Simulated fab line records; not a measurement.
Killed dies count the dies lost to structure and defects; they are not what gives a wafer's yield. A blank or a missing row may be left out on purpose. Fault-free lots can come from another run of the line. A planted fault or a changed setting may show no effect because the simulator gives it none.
Chamber matching ; flow nand_harc ; 4 sister chambers for NHARC_P_GATE_DESCUM_48 on rie_diel-02
The step chemistry O2, time 3 s. 16 wafers are shown with their chamber, then 8 later ones without.

## WAFERS WITH THEIR CHAMBER
wafer;chamber;showerhead_plenum_p_Torr (Torr);drypump_motor_current_A (A);rf_vpp_V (V)
L078.3;1;1.89;6.4;58.3
L078.4;0;2.03;5.5;57.9
L078.5;1;1.89;6.4;58.5
L084.2;1;1.89;6.3;57.7
L084.4;2;1.97;5.4;59.5
L084.6;3;2.00;5.2;57.6
L086.1;3;2.00;5.2;60.0
L086.2;0;2.02;5.5;57.6
L086.4;1;1.89;6.4;57.3
L087.3;3;2.00;5.1;58.8
L087.5;1;1.89;6.3;57.6
L087.6;2;1.97;5.4;58.2
L089.1;1;1.89;6.3;56.7
L089.3;3;2.00;5.2;59.1
L089.5;2;1.97;5.4;58.6
L091.1;1;1.89;6.4;57.3

SIGNATURES, as means of the wafers listed above
reading;chamber 0;chamber 1;chamber 2;chamber 3;scatter within a chamber
showerhead_plenum_p_Torr;2.0250;1.8900;1.9700;2.0000;0.00204
drypump_motor_current_A;5.500;6.357;5.400;5.175;0.0453
rf_vpp_V;57.750;57.629;58.767;58.875;0.717
Rule: for each reading, subtract the chamber's mean from the wafer's reading, divide by that reading's scatter and square the result; add these up over the readings and take the root, which gives the wafer's distance from the chamber. If the next closest chamber is less than 2 further off than the closest, the wafer can't be placed; otherwise it belongs to the closest. The scatter: the root of (the sum of the squares of (reading less its chamber's mean) over the shown wafers, divided by (wafers less chambers)).

## WAFERS MISSING THEIR CHAMBER
wafer;showerhead_plenum_p_Torr (Torr);drypump_motor_current_A (A);rf_vpp_V (V)
L091.2;2.02;5.6;58.0
L091.4;1.97;5.4;56.7
L092.1;2.02;5.5;57.5
L092.3;2.00;5.2;58.1
L092.5;2.02;5.5;56.9
L097.2;1.97;5.4;58.1
L097.3;1.89;6.3;58.1
L097.5;1.97;5.4;58.5

## EACH ONE'S CHAMBER
wafer;from the rows above;in truth
L091.2;0;0
L091.4;2;2
L092.1;0;0
L092.3;3;3
L092.5;0;0
L097.2;2;2
L097.3;1;1
L097.5;2;2
Placed correctly: 8 of 8. Left unplaced by these rows: 0. 0 placed wrongly.
